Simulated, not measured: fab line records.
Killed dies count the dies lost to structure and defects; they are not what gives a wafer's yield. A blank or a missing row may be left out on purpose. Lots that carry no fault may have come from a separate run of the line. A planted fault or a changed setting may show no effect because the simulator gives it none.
fab line records	flow n5-finfet
record lots=10	wafers=27	last-day=19
route steps=1938 shown BEOL_M4@1111 TV_LITHO@1886 TV_OPEN@1890 PAD_METAL@1893 PASSIVATION@1936
lots that met no fault: from a run of the same line without faults
start-h: hours from the record's opening day to when the first of the lot's shown wafers began	wait-h: hours elapsed since this lot's preceding step	" same as the row above	L1.1+2: a row that stands for several wafers	- no value present, or no start provided	* or withheld: withheld	< > ~ a bound
route shown NAME@n: names a module that has steps shown in the file, with the first one's number in the route	usual: mean/standard deviation taken from wafers without a fault	same: alike in all rows	chamber/n: place in a boat	sites: readings site by site	_std_site: the standard deviation of these	_edge_site: inner sites' mean taken away from outer sites' mean	radius-mm: for every site, how far away it sits from the centre of the wafer	mask NAME#n: copy n	behind: the last tool/chamber to shape the wafer	hold: reason for holding the lot/hours on hold/outcome of the hold	device: whichever transistor did not switch (one of n, p or np)	end of line: at the end of the route, the tests of the same wafers	for a step that has no rows: nothing shown but its recipe	killed: count of dies lost to structure and defects at first sort (not the wafer's yield)	map: dies across one wafer; x = killed, . = not, _ = none there
set.NAME: setting as actually run; set.NAME@STEP: the setting as run at that earlier step	model.NAME: the simulator's own value behind a step, which no gauge read
steps of the route over a sample of lots; a table a step, a row a wafer
services: when a tool's chamber went out of use (start-h, in hours from the record's first day, below 0 if earlier), for how many hours, and the reason
## steps
# step N5_BEOL_M4_RC_MEAS_101
# usual DIBL_N=36.5/2.2	DIBL_P=36.9/2.9	IOFF_N=0.17/0.044	IOFF_P=0.22/0.052	ION_N=671/16	ION_P=461/10	SS_N=71.6/0.73	SS_P=73.5/0.79	VT_N=250/4.1	VT_P=-250/4.1
lot.wafer	tool	chamber	start-h	wait-h	DIBL_N[mV/V]	DIBL_P[mV/V]	IOFF_N[nA/um]	IOFF_P[nA/um]	ION_N[uA/um]	ION_P[uA/um]	SS_N[mV/dec]	SS_P[mV/dec]	VT_N[mV]	VT_P[mV]
L186.1	prober-01	0	178.63	0.0	34.2	34.7	0.12	0.16	667	455	70.9	72.1	253	-255
L186.5	"	0	"	"	35.1	37.1	0.13	0.19	674	463	71.0	72.9	252	-254
L186.6	"	0	"	"	32.4	30.0	0.09	0.10	647	440	70.4	71.1	260	-262
L188.4	prober-01	0	203.46	0.5	34.2	34.5	0.11	0.18	655	451	71.1	72.1	258	-254
L188.5	"	0	"	"	37.0	38.1	0.16	0.22	655	448	72.2	73.3	250	-252
L188.6	"	0	"	"	35.7	37.1	0.13	0.21	668	463	71.2	72.9	252	-251
L195.3	prober-01	0	234.27	0.3	38.5	37.3	0.19	0.25	694	466	72.3	73.6	247	-248
L195.4	"	0	"	"	42.5	43.5	0.31	0.40	705	483	72.5	75.3	241	-241
L195.5	"	0	"	"	39.5	39.5	0.23	0.30	695	477	72.6	73.9	247	-245
L198.1	prober-02	0	258.56	0.0	33.5	34.2	0.13	0.19	665	461	71.0	72.3	251	-248
L198.2	"	0	"	"	39.3	41.0	0.25	0.31	704	475	73.0	73.9	246	-243
L198.3	"	0	"	"	37.1	38.5	0.20	0.26	674	464	72.0	73.7	246	-246
L200.1	prober-02	0	268.56	0.0	37.9	38.3	0.17	0.21	665	449	72.2	73.9	251	-253
L200.3	"	0	"	"	35.5	35.7	0.13	0.18	670	458	71.1	73.5	252	-253
L200.5	"	0	"	"	36.0	36.9	0.14	0.20	668	454	71.4	73.4	254	-252
L203.2	prober-02	0	290.77	0.2	34.6	35.2	0.13	0.19	662	461	71.6	72.9	252	-250
L203.3	"	0	"	"	38.4	41.1	0.23	0.30	700	477	71.5	74.3	240	-246
L203.4	"	0	"	"	37.3	39.9	0.18	0.30	656	459	71.9	74.1	248	-244
L206.2	prober-02	0	315.73	0.2	35.1	34.2	0.16	0.24	682	478	71.1	72.9	251	-243
L206.5	"	0	"	"	40.6	41.2	0.31	0.38	707	487	72.5	74.8	241	-238
L208.1	prober-01	0	317.82	0.0	35.3	35.5	0.14	0.18	666	461	70.9	73.1	250	-252
L208.3	"	0	"	"	38.1	38.7	0.18	0.23	674	463	71.7	74.3	247	-249
L208.5	"	0	"	"	37.8	39.4	0.17	0.25	668	461	71.4	74.4	248	-252
L207.1	prober-02	0	318.22	0.0	38.1	37.4	0.16	0.24	648	447	71.6	74.0	252	-250
L207.4	"	0	"	"	36.0	34.1	0.12	0.16	654	448	71.5	72.8	256	-254
L209.4	prober-01	0	340.80	0.5	40.2	42.9	0.23	0.29	669	456	72.3	74.7	248	-247
L209.5	"	0	"	"	42.3	44.0	0.28	0.33	702	471	73.4	75.0	242	-243
# step N5_PASSIVATION_DESCUM_12
# recipe chemistry=O2	time-s=7.9	source-power-w=50	bias-power-w=20	pressure-mtorr=20	rf-frequency-hz=2.712e+07	temp-c=40	o2-flow-sccm=225
# usual drypump-motor-current-A=5.5/0.49	oes-product-au=0.80/0.078	rf-vpp-V=243.2/1.5	showerhead-plenum-p-Torr=2.10/0.075	temp-c=39.99/0.12	throttle-valve-pct=20.45/0.22
lot.wafer	tool	chamber	start-h	wait-h	drypump-motor-current-A	oes-product-au	rf-hours-counter-h	rf-vpp-V	showerhead-plenum-p-Torr	temp-c	throttle-valve-pct
L186.1	rie-diel-04	0	283.58	1.1	5.4	0.87	51	243.3	2.09	39.93	20.32
L186.5	"	0	"	"	5.3	0.87	-	244.5	2.09	40.14	20.32
L186.6	"	1	"	"	5.6	0.77	-	242.2	2.09	40.03	20.58
L188.4	rie-diel-04	3	300.38	0.1	6.4	0.74	-	242.4	2.06	39.95	20.58
L188.5	"	0	"	"	5.3	0.85	-	243.1	2.09	39.93	20.31
L188.6	"	1	"	"	5.6	0.76	-	241.6	2.09	39.99	20.57
L195.3	rie-diel-03	1	339.00	0.0	5.6	0.70	230	242.5	2.08	39.99	20.80
L195.4	"	0	"	"	5.0	0.87	56	246.3	2.20	40.13	20.26
L195.5	"	2	"	"	5.1	0.78	-	243.1	2.09	39.85	20.39
L198.1	rie-diel-01	0	358.88	0.2	5.4	0.87	56	244.6	2.22	40.06	20.49
L198.2	"	3	"	"	5.6	0.84	62	242.4	2.14	40.07	20.18
L198.3	"	1	"	"	5.1	0.68	225	241.7	1.97	39.86	20.86
L200.1	rie-diel-03	2	367.21	0.0	5.1	0.78	145	243.6	2.08	40.26	20.40
L200.3	"	3	"	"	6.2	0.78	90	240.3	2.02	40.04	20.50
L200.5	"	1	"	"	5.6	0.69	-	244.6	2.07	39.98	20.81
L203.2	rie-diel-03	3	395.14	0.2	6.2	0.77	97	242.6	2.02	39.96	20.51
L203.3	"	1	"	"	5.6	0.69	246	241.3	2.07	39.97	20.83
L203.4	"	2	"	"	5.1	0.77	153	242.5	2.08	40.07	20.39
L206.2	rie-diel-03	1	422.80	0.0	5.6	1.01	0	242.0	2.07	40.10	20.41
L206.5	"	3	"	"	6.2	0.77	-	241.7	2.02	39.88	20.52
L207.1	rie-diel-01	0	423.65	0.0	5.4	0.84	76	245.5	2.21	40.06	20.51
L207.4	"	2	"	"	5.5	0.81	107	241.5	2.02	39.97	20.36
L208.1	rie-diel-04	1	423.93	0.1	5.7	0.73	213	240.9	2.07	39.99	20.64
L208.3	"	2	"	"	4.7	0.90	35	245.0	2.22	40.35	20.03
L208.5	"	0	"	"	5.3	0.80	-	242.7	2.08	39.74	20.38
L209.4	rie-diel-03	0	442.31	0.0	4.9	0.83	87	243.6	2.19	40.15	20.30
L209.5	"	1	"	"	5.6	0.98	-	243.4	2.07	39.84	20.42
# step N5_PASSIVATION_ETCH_15
# recipe chemistry=CF4/N2	target=SiCN	target-depth-a=750	taper-deg=2	time-s=81.2	ion-energy-ev=150	mask-material=SiNx	pressure-mtorr=40	source-w=430	bias-w=70	Ar_flow_sccm=100	cf4-flow-sccm=60	n2-flow-sccm=60
# usual bias-w=69.98/0.24	cf4-flow-sccm=60.01/0.17	drypump-motor-current-A=5.5/0.49	oes-product-au=0.80/0.079	rf-vpp-V=382.4/2	showerhead-plenum-p-Torr=2.21/0.072	throttle-valve-pct=15.47/0.25
lot.wafer	tool	chamber	start-h	wait-h	bias-w	cf4-flow-sccm	drypump-motor-current-A	oes-product-au	rf-hours-counter-h	rf-vpp-V	showerhead-plenum-p-Torr	throttle-valve-pct
L186.1	rie-diel-04	0	-	-	70.44	59.97	5.3	0.87	51	384.4	2.24	15.46
L186.5	"	0	"	"	70.41	60.33	5.3	0.88	-	383.6	2.24	15.48
L186.6	"	1	"	"	69.98	60.22	5.7	0.75	-	383.8	2.19	15.52
L188.4	rie-diel-04	3	-	-	69.91	59.93	6.4	0.72	-	381.5	2.19	15.69
L188.5	"	0	"	"	70.03	59.94	5.3	0.86	-	383.2	2.24	15.48
L188.6	"	1	"	"	69.95	59.85	5.6	0.76	-	382.3	2.18	15.53
L195.3	rie-diel-03	1	-	-	70.38	59.87	5.6	0.71	231	381.9	2.17	15.74
L195.4	"	0	"	"	70.11	60.16	5.0	0.88	56	386.1	2.32	15.22
L195.5	"	2	"	"	70.06	60.14	5.1	0.80	-	382.7	2.23	15.60
L198.1	rie-diel-01	0	-	-	69.90	59.75	5.3	0.86	56	384.7	2.31	15.37
L198.2	"	3	"	"	69.68	60.11	5.6	0.87	62	382.4	2.25	15.14
L198.3	"	1	"	"	70.40	59.85	5.1	0.68	225	378.0	2.09	15.88
L200.1	rie-diel-03	2	-	-	70.32	59.97	5.1	0.79	146	382.3	2.22	15.61
L200.3	"	3	"	"	69.85	59.90	6.2	0.79	91	380.3	2.15	15.58
L200.5	"	1	"	"	70.04	60.09	5.6	0.70	-	381.5	2.17	15.75
L203.2	rie-diel-03	3	-	-	70.06	59.85	6.2	0.78	98	380.9	2.15	15.59
L203.3	"	1	"	"	70.16	59.90	5.6	0.70	247	382.1	2.17	15.77
L203.4	"	2	"	"	70.16	59.87	5.1	0.78	153	381.9	2.22	15.62
L206.2	rie-diel-03	1	-	-	69.75	60.25	5.6	1.02	0	380.9	2.17	15.26
L206.5	"	3	"	"	70.07	60.11	6.2	0.78	-	379.7	2.15	15.60
L207.1	rie-diel-01	0	-	-	70.00	59.89	5.3	0.82	76	384.6	2.31	15.41
L207.4	"	2	"	"	69.89	60.10	5.5	0.79	107	381.5	2.12	15.25
L208.1	rie-diel-04	1	-	-	69.74	60.09	5.7	0.73	213	382.3	2.17	15.58
L208.3	"	2	"	"	70.01	59.85	4.8	0.89	35	384.3	2.31	14.98
L208.5	"	0	"	"	70.14	60.11	5.3	0.82	-	381.9	2.22	15.58
L209.4	rie-diel-03	0	-	-	70.07	60.03	5.0	0.84	88	385.8	2.31	15.28
L209.5	"	1	"	"	69.97	59.69	5.6	0.97	-	380.8	2.16	15.26
# step N5_PASSIVATION_DEGAS_18
# recipe ambient=vacuum	temp-c=300	time-s=60
# usual heater-power-w=470/50
lot.wafer	tool	chamber	start-h	wait-h	heater-power-w
L186.1	pvd-sputter-03	-	284.77	0.6	468
L186.5	"	-	"	"	466
L186.6	"	-	"	"	440
L188.4	pvd-sputter-01	-	301.62	0.7	432
L188.5	"	-	"	"	601
L188.6	"	-	"	"	447
L195.3	pvd-sputter-01	-	339.86	0.3	446
L195.4	"	-	"	"	486
L195.5	"	-	"	"	499
L198.1	pvd-sputter-03	-	359.87	0.5	446
L198.2	"	-	"	"	465
L198.3	"	-	"	"	450
L200.1	pvd-sputter-03	-	368.79	1.0	458
L200.3	"	-	"	"	446
L200.5	"	-	"	"	442
L203.2	pvd-sputter-01	-	396.07	0.4	499
L203.3	"	-	"	"	594
L203.4	"	-	"	"	425
L206.2	pvd-sputter-03	-	423.88	0.5	441
L206.5	"	-	"	"	444
L207.1	pvd-sputter-03	-	424.58	0.4	453
L207.4	"	-	"	"	464
L208.1	pvd-sputter-02	-	424.78	0.3	475
L208.3	"	-	"	"	509
L208.5	"	-	"	"	521
L209.4	pvd-sputter-03	-	443.74	0.9	456
L209.5	"	-	"	"	442
# step N5_PASSIVATION_AL_DEP_21
# recipe material=Al	target-thk-a=28000	temp-c=400	time-s=170	power-w=30000	chamber-pressure-pa=0.4	gas=Ar
# usual cathode-dc-power-W=30000/4.8	chamber-pressure-pa=0.4000/0.00083	throttle-valve-pct=30.2/0.69
lot.wafer	tool	chamber	start-h	wait-h	cathode-dc-power-W	chamber-pressure-pa	throttle-valve-pct
L186.1	pvd-sputter-03	-	284.95	0.1	30001	0.3990	29.2
L186.5	"	-	"	"	30000	0.4008	29.4
L186.6	"	-	"	"	30001	0.3988	29.7
L188.4	pvd-sputter-01	-	301.82	0.1	29996	0.3990	29.1
L188.5	"	-	"	"	29999	0.4000	30.2
L188.6	"	-	"	"	29994	0.4009	31.1
L195.3	pvd-sputter-01	-	340.04	0.1	29995	0.4015	30.8
L195.4	"	-	"	"	29998	0.3996	30.8
L195.5	"	-	"	"	29992	0.4009	30.8
L198.1	pvd-sputter-03	-	360.05	0.1	-	-	-
L198.2	"	-	"	"	-	-	-
L198.3	"	-	"	"	-	-	-
L200.1	pvd-sputter-03	-	368.97	0.1	-	-	-
L200.3	"	-	"	"	-	-	-
L200.5	"	-	"	"	-	-	-
L203.2	pvd-sputter-01	-	396.25	0.1	29998	0.3994	31.1
L203.3	"	-	"	"	29998	0.3994	30.3
L203.4	"	-	"	"	30004	0.3999	29.4
L206.2	pvd-sputter-03	-	424.06	0.1	30004	0.3986	29.9
L206.5	"	-	"	"	30010	0.3996	30.0
L207.1	pvd-sputter-03	-	424.76	0.1	30002	0.3992	29.8
L207.4	"	-	"	"	30001	0.4003	29.4
L208.1	pvd-sputter-02	-	424.96	0.1	30000	0.4004	31.9
L208.3	"	-	"	"	30000	0.3998	29.9
L208.5	"	-	"	"	29996	0.4010	30.0
L209.4	pvd-sputter-03	-	443.92	0.1	30003	0.3994	30.4
L209.5	"	-	"	"	29996	0.4000	29.6
# step N5_PASSIVATION_PROBE_49
# usual defect-limited-yield=91.3/1.4	killed_at_M0_to_M3=36/10	killed_at_M4_up=13/5.4	killed-at-contacts=12/5.3	killed-at-front-end=39/10	killed-at-other=3.2/2.7	killed-dies=103/16	killed-on-rim=13/4	killed-open=68/13	killed-short=33/6.6	sort_bin_4_leakage=0.01/0.031	sort_bin_5_function=5.1/0.92	sort_bin_6_memory=3.3/0.68	sort_bin_8_speed=0.1/0.41	sort-n-pass=1077/17	sort-yield-pct=91.2/1.4
# same gross-dies=1180	killed-at-back-side=0
lot.wafer	tool	chamber	start-h	wait-h	defect-limited-yield[%]	killed_at_M0_to_M3	killed_at_M4_up	killed-at-contacts	killed-at-front-end	killed-at-other	killed-dies	killed-on-rim	killed-open	killed-short	sort_bin_4_leakage[%]	sort_bin_5_function[%]	sort_bin_6_memory[%]	sort_bin_8_speed[%]	sort-n-pass	sort-yield-pct[%]
L186.1	prober-01	-	290.89	0.0	91.8	37	6	23	31	0	97	12	63	33	0	4.7	3.2	0	1083	91.8
L186.5	prober-01	-	291.09	0.2	91.0	45	8	11	39	3	106	7	69	34	0	4.9	3.5	0	1074	91.0
L186.6	prober-01	-	291.14	0.3	91.4	51	8	11	31	1	102	15	67	34	0	5.9	2.4	0.2	1076	91.2
L188.4	prober-01	-	307.59	0.3	91.7	26	14	24	32	2	98	14	69	28	0	5.3	2.9	0	1082	91.7
L188.5	prober-01	-	307.64	0.4	91.4	37	22	9	33	0	101	11	63	35	0	4.9	3.5	0	1079	91.4
L188.6	prober-01	-	307.69	0.4	91.0	34	15	11	44	2	106	12	67	37	0	5.3	3.6	0	1074	91.0
L195.3	prober-02	-	345.52	0.1	92.2	28	11	5	43	5	92	11	61	28	0	3.8	3.2	0.1	1088	92.2
L195.4	prober-02	-	345.57	0.2	91.1	40	8	17	38	2	105	7	57	47	0.17	4.7	3.9	0	1073	90.9
L195.5	prober-02	-	345.62	0.2	92.4	40	11	7	30	2	90	9	64	25	0	4.1	3.4	0	1090	92.4
L198.1	prober-01	-	365.61	0.2	0	4	2	2	5	1167	1180	152	10	5	0	75.2	2.6	0	0	0
L198.2	prober-01	-	365.66	0.2	0	9	5	0	5	1161	1180	152	15	7	0	76.0	3.3	0	0	0
L198.3	prober-01	-	365.71	0.3	0	8	4	1	7	1160	1180	152	13	8	0	70.9	2.8	0	0	0
L200.1	prober-02	-	374.82	0.0	0	8	2	0	8	1162	1180	152	11	6	0	72.2	3.1	0	0	0
L200.3	prober-02	-	374.92	0.1	0	6	1	3	5	1165	1180	152	11	3	0	70.7	3.4	0	0	0
L200.5	prober-02	-	375.02	0.2	0	5	0	3	9	1163	1180	152	12	5	0	70.8	3.3	0	0	0
L203.2	prober-01	-	402.41	0.1	94.0	19	13	9	29	1	71	3	54	16	0	4.2	1.6	0	1109	94.0
L203.3	prober-01	-	402.46	0.1	90.6	32	2	23	50	4	111	10	74	37	0	6.0	3.1	0	1069	90.6
L203.4	prober-01	-	402.51	0.2	92.5	23	12	22	29	2	88	14	64	24	0	4.5	2.7	0	1092	92.5
L206.2	prober-01	-	429.97	0.1	92.5	23	25	3	37	1	89	15	61	27	0	4.8	2.3	0	1091	92.5
L206.5	prober-01	-	430.12	0.2	90.3	39	31	6	36	2	114	17	70	41	0	5.2	4.0	0	1066	90.3
L207.1	prober-01	-	430.72	0.0	92.5	36	6	5	37	4	88	13	52	36	0	4.1	2.9	0	1092	92.5
L207.4	prober-01	-	430.87	0.2	93.7	17	10	7	37	3	74	5	49	25	0	4.2	1.9	0.1	1105	93.6
L208.1	prober-01	-	432.40	0.0	90.7	44	10	16	36	4	110	14	76	33	0	5.1	4.0	0	1070	90.7
L208.3	prober-01	-	432.50	0.1	90.3	27	11	18	52	6	114	16	73	41	0	6.0	3.4	0	1066	90.3
L208.5	prober-01	-	432.60	0.2	88.6	35	15	11	68	5	134	16	97	37	0	7.3	3.7	0	1046	88.6
L209.4	prober-02	-	449.82	0.2	91.6	28	17	11	40	3	99	11	69	26	0	4.6	3.4	0.1	1081	91.6
L209.5	prober-02	-	449.87	0.2	94.2	28	3	11	23	4	69	7	39	24	0.25	3.3	2.4	0	1108	93.9
# killed by level:class
L186.1 MOL_CONTACT_COAG:geometric-particle:open=19 BEOL_M0_SAQP:geometric-particle:open=9 GATE_CUT:geometric-particle:short=8 BEOL_M3:geometric-particle:open=7 BEOL_M0_SAQP:geometric-particle:short=6 FIN_SAQP:geometric-particle:open=5 FIN_SAQP:geometric-particle:short=5 BEOL_M2:geometric-particle:open=5
L186.5 FIN_SAQP:geometric-particle:open=13 MOL_CONTACT_COAG:geometric-particle:open=10 BEOL_M3:geometric-particle:open=9 BEOL_M0_SAQP:geometric-particle:open=8 BEOL_M0:geometric-particle:short=8 BEOL_M0_SAQP:geometric-particle:short=6 FIN_SAQP:geometric-particle:short=5 STI_FIN_REVEAL:geometric-particle:open=4
L186.6 MOL_CONTACT_COAG:geometric-particle:open=10 BEOL_M2:geometric-particle:open=10 BEOL_M0_SAQP:geometric-particle:short=8 STI_FIN_REVEAL:geometric-particle:open=7 BEOL_M0_SAQP:geometric-particle:open=7 BEOL_M3:geometric-particle:open=7 GATE_CUT:geometric-particle:short=6 BEOL_M0:geometric-particle:short=5
L188.4 MOL_CONTACT_COAG:geometric-particle:open=23 BEOL_M0_SAQP:geometric-particle:short=9 BEOL_M0_SAQP:geometric-particle:open=9 BEOL_M4:geometric-particle:open=6 FIN_SAQP:geometric-particle:short=5 STI_FIN_REVEAL:geometric-particle:open=5 GATE_CUT:geometric-particle:open=4 BEOL_M1:geometric-particle:open=4
L188.5 BEOL_M0_SAQP:geometric-particle:short=15 BEOL_M0_SAQP:geometric-particle:open=11 FIN_SAQP:geometric-particle:open=9 BEOL_M4:geometric-particle:open=9 MOL_CONTACT_COAG:geometric-particle:open=8 STI_FIN_REVEAL:geometric-particle:open=5 BEOL_M3:geometric-particle:open=5 STI_FIN_REVEAL:geometric-particle:short=4
L188.6 FIN_SAQP:geometric-particle:open=12 BEOL_M0_SAQP:geometric-particle:open=12 STI_FIN_REVEAL:geometric-particle:open=10 MOL_CONTACT_COAG:geometric-particle:open=8 BEOL_M0_SAQP:geometric-particle:short=6 STARTING-WAFER:geometric-particle:short=6 FIN_SAQP:geometric-particle:short=5 BEOL_M3:geometric-particle:open=5
L195.3 STI_FIN_REVEAL:geometric-particle:open=25 BEOL_M0_SAQP:geometric-particle:short=10 BEOL_M4:geometric-particle:open=8 BEOL_M0_SAQP:geometric-particle:open=5 DUMMY_GATE:geometric-particle:open=3 GATE_CUT:geometric-particle:short=3 MOL_CONTACT_COAG:geometric-particle:open=3 BEOL_M0:geometric-particle:open=3
L195.4 BEOL_M0_SAQP:geometric-particle:short=17 MOL_CONTACT_COAG:geometric-particle:open=15 STI_FIN_REVEAL:geometric-particle:open=14 STI_FIN_REVEAL:geometric-particle:short=6 BEOL_M1:geometric-particle:open=6 BEOL_M0_SAQP:geometric-particle:open=5 BEOL_M1:geometric-particle:short=4 FIN_SAQP:geometric-particle:short=3
L195.5 STI_FIN_REVEAL:geometric-particle:open=18 BEOL_M0_SAQP:geometric-particle:short=12 BEOL_M3:geometric-particle:open=9 MOL_CONTACT_COAG:geometric-particle:open=7 BEOL_M2:geometric-particle:open=6 BEOL_M4:geometric-particle:open=6 BEOL_M0_SAQP:geometric-particle:open=5 BEOL_M0:geometric-particle:open=4
L198.1 PASSIVATION:lost-pattern=1161 PAD_METAL:area-dep=4 DUMMY_GATE:geometric-particle:open=2 MOL_CONTACT_COAG:geometric-particle:open=2 BEOL_M0_SAQP:geometric-particle:open=2 BEOL_M0_SAQP:geometric-particle:short=2 FIN_SAQP:geometric-particle:open=1 STI_FIN_REVEAL:geometric-particle:open=1
L198.2 PASSIVATION:lost-pattern=1149 PAD_METAL:area-dep=8 BEOL_M4:geometric-particle:open=4 BEOL_M0_SAQP:geometric-particle:short=3 BEOL_M2:geometric-particle:open=3 FIN_SAQP:geometric-particle:open=2 ILD0:geometric-particle:open=2 MIM_TOP_ETCH:geometric-particle:short=2
L198.3 PASSIVATION:lost-pattern=1154 PAD_METAL:area-dep=5 FIN_SAQP:geometric-particle:open=3 FIN_SAQP:geometric-particle:short=3 BEOL_M0_SAQP:geometric-particle:short=3 BEOL_M4:geometric-particle:open=3 BEOL_M3:geometric-particle:open=2 STI_FIN_REVEAL:geometric-particle:open=1
L200.1 PASSIVATION:lost-pattern=1159 BEOL_M0_SAQP:geometric-particle:short=3 PAD_METAL:area-dep=3 FIN_SAQP:geometric-particle:open=2 BEOL_M1:geometric-particle:open=2 FIN_SAQP:geometric-particle:short=1 STI_FIN_REVEAL:geometric-particle:open=1 STI_FIN_REVEAL:geometric-particle:short=1
L200.3 PASSIVATION:lost-pattern=1160 PAD_METAL:area-dep=5 BEOL_M1:geometric-particle:open=3 MOL_CONTACT_COAG:geometric-particle:open=2 BEOL_M0_SAQP:geometric-particle:open=2 DUMMY_GATE:geometric-particle:open=1 DUMMY_GATE:geometric-particle:short=1 GATE_CUT:geometric-particle:open=1
L200.5 PASSIVATION:lost-pattern=1162 FIN_SAQP:geometric-particle:open=4 FIN_SAQP:geometric-particle:short=2 MOL_CONTACT_COAG:geometric-particle:open=2 BEOL_M0:geometric-particle:open=2 STI_FIN_REVEAL:geometric-particle:short=1 STI_FIN_REVEAL:geometric-particle:open=1 ILD0:geometric-particle:short=1
L203.2 STI_FIN_REVEAL:geometric-particle:open=11 BEOL_M4:geometric-particle:open=8 MOL_CONTACT_COAG:geometric-particle:open=6 ILD0:geometric-particle:open=4 BEOL_M0_SAQP:geometric-particle:short=4 BEOL_M0:geometric-particle:open=4 BEOL_M2:geometric-particle:open=4 MOL_CONTACT_COAG:geometric-particle:short=3
L203.3 MOL_CONTACT_COAG:geometric-particle:open=17 FIN_SAQP:geometric-particle:short=10 STI_FIN_REVEAL:geometric-particle:open=10 BEOL_M1:geometric-particle:open=10 BEOL_M2:geometric-particle:open=10 FIN_SAQP:geometric-particle:open=8 GATE_CUT:geometric-particle:short=7 MOL_CONTACT_COAG:geometric-particle:short=6
L203.4 MOL_CONTACT_COAG:geometric-particle:open=16 BEOL_M2:geometric-particle:open=8 MOL_CONTACT_COAG:geometric-particle:short=6 BEOL_M4:geometric-particle:open=6 FIN_SAQP:geometric-particle:open=5 STI_FIN_REVEAL:geometric-particle:open=5 DUMMY_GATE:geometric-particle:open=5 BEOL_M3:geometric-particle:open=4
L206.2 BEOL_M4:geometric-particle:open=14 STI_FIN_REVEAL:geometric-particle:open=13 BEOL_M0_SAQP:geometric-particle:short=8 FIN_SAQP:geometric-particle:open=7 BEOL_M5:geometric-particle:open=5 DUMMY_GATE:geometric-particle:open=4 BEOL_M0_SAQP:geometric-particle:open=4 FIN_SAQP:geometric-particle:short=3
L206.5 BEOL_M2:geometric-particle:open=16 BEOL_M4:geometric-particle:open=16 FIN_SAQP:geometric-particle:open=8 FIN_SAQP:geometric-particle:short=8 BEOL_M0_SAQP:geometric-particle:open=8 MOL_CONTACT_COAG:geometric-particle:open=4 BEOL_M0_SAQP:geometric-particle:short=4 BEOL_M4:geometric-particle:short=4
L207.1 BEOL_M0_SAQP:geometric-particle:short=13 FIN_SAQP:geometric-particle:open=11 BEOL_M0_SAQP:geometric-particle:open=10 ILD0:geometric-particle:short=7 BEOL_M1:geometric-particle:open=7 FIN_SAQP:geometric-particle:short=4 DUMMY_GATE:geometric-particle:open=4 ILD0:geometric-particle:open=4
L207.4 FIN_SAQP:geometric-particle:open=8 ILD0:geometric-particle:open=6 STARTING-WAFER:geometric-particle:open=6 BEOL_M0_SAQP:geometric-particle:short=5 MOL_CONTACT_COAG:geometric-particle:open=5 BEOL_M2:geometric-particle:open=5 ILD0:geometric-particle:short=4 STI_FIN_REVEAL:geometric-particle:open=3
L208.1 STI_FIN_REVEAL:geometric-particle:open=15 MOL_CONTACT_COAG:geometric-particle:open=12 BEOL_M2:geometric-particle:open=11 BEOL_M0_SAQP:geometric-particle:open=8 BEOL_M1:geometric-particle:open=7 BEOL_M0_SAQP:geometric-particle:short=5 MOL_CONTACT_COAG:geometric-particle:short=4 BEOL_M3:geometric-particle:open=4
L208.3 STI_FIN_REVEAL:geometric-particle:open=16 MOL_CONTACT_COAG:geometric-particle:open=13 FIN_SAQP:geometric-particle:open=6 BEOL_M1:geometric-particle:open=6 BEOL_M2:geometric-particle:open=6 BEOL_M3:geometric-particle:open=6 FIN_SAQP:geometric-particle:short=5 GATE_CUT:geometric-particle:short=5
L208.5 STI_FIN_REVEAL:geometric-particle:open=29 BEOL_M3:geometric-particle:open=12 BEOL_M1:geometric-particle:open=9 STI_FIN_REVEAL:geometric-particle:short=8 MOL_CONTACT_COAG:geometric-particle:open=8 FIN_SAQP:geometric-particle:open=6 BEOL_M2:geometric-particle:open=5 BEOL_M4:geometric-particle:open=4
L209.4 STI_FIN_REVEAL:geometric-particle:open=15 MOL_CONTACT_COAG:geometric-particle:open=11 BEOL_M0_SAQP:geometric-particle:short=7 FIN_SAQP:geometric-particle:open=6 BEOL_M0_SAQP:geometric-particle:open=6 BEOL_M3:geometric-particle:open=6 GATE_CUT:geometric-particle:short=4 BEOL_M5:geometric-particle:open=4
L209.5 MOL_CONTACT_COAG:geometric-particle:open=7 GATE_CUT:geometric-particle:short=6 STI_FIN_REVEAL:geometric-particle:open=5 BEOL_M0_SAQP:geometric-particle:short=5 BEOL_M0_SAQP:geometric-particle:open=4 BEOL_M1:geometric-particle:open=4 BEOL_M3:geometric-particle:short=4 BEOL_M3:geometric-particle:open=4
## services
tool	chamber	start-h	hours	kind
rie-diel-03	-	274.37	14.6	pm
rie-diel-04	2	292.60	-	clean
rie-diel-04	2	292.60	-	consumable-replace:focus-ring
rie-diel-04	2	292.60	-	consumable-replace:showerhead
rie-diel-04	2	292.60	22.2	scheduled-down
rie-diel-04	2	292.60	22.2	vent-cycle
rie-diel-03	-	302.43	0.1	repair
rie-diel-04	-	305.71	4.3	pm
rie-diel-01	-	311.69	0.4	repair
pvd-sputter-01	-	367.25	3.0	repair
pvd-sputter-03	-	385.93	7.3	repair
rie-diel-04	1	386.02	8.0	repair
rie-diel-03	1	408.68	-	clean
rie-diel-03	1	408.68	-	consumable-replace:focus-ring
rie-diel-03	1	408.68	12.4	scheduled-down
rie-diel-03	1	408.68	12.4	vent-cycle
rie-diel-01	1	441.82	-	clean
rie-diel-01	1	441.82	-	consumable-replace:focus-ring
rie-diel-01	1	441.82	-	consumable-replace:showerhead
## key
first-sign step=N5_PASSIVATION_AL_DEP_21	reading=tool-record	direction=missing
effect step=N5_PASSIVATION_PROBE_49	reading=killed-at-other	direction=up	sigmas=99+	usual=3.2	struck=1163
met-at N5_PASSIVATION_AL_DEP_21
struck-lots L198,L200
later-rows-left-out L198.1,L198.2,L198.3,L200.1,L200.3,L200.5
not-acting-at N5_PASSIVATION_DESCUM_12,N5_PASSIVATION_ETCH_15,N5_PASSIVATION_DEGAS_18
onset-between 284.95 360.05
fault kind=skipped-step-whole	tool=pvd-sputter-03	chamber=-	onset-h=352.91	steps=N5_PASSIVATION_AL_DEP_21	scope=struck-lots-only
# later-rows-left-out: the simulator's readings of these wafers behind a module that went badly wrong aren't trusted and aren't shown, but for the sort
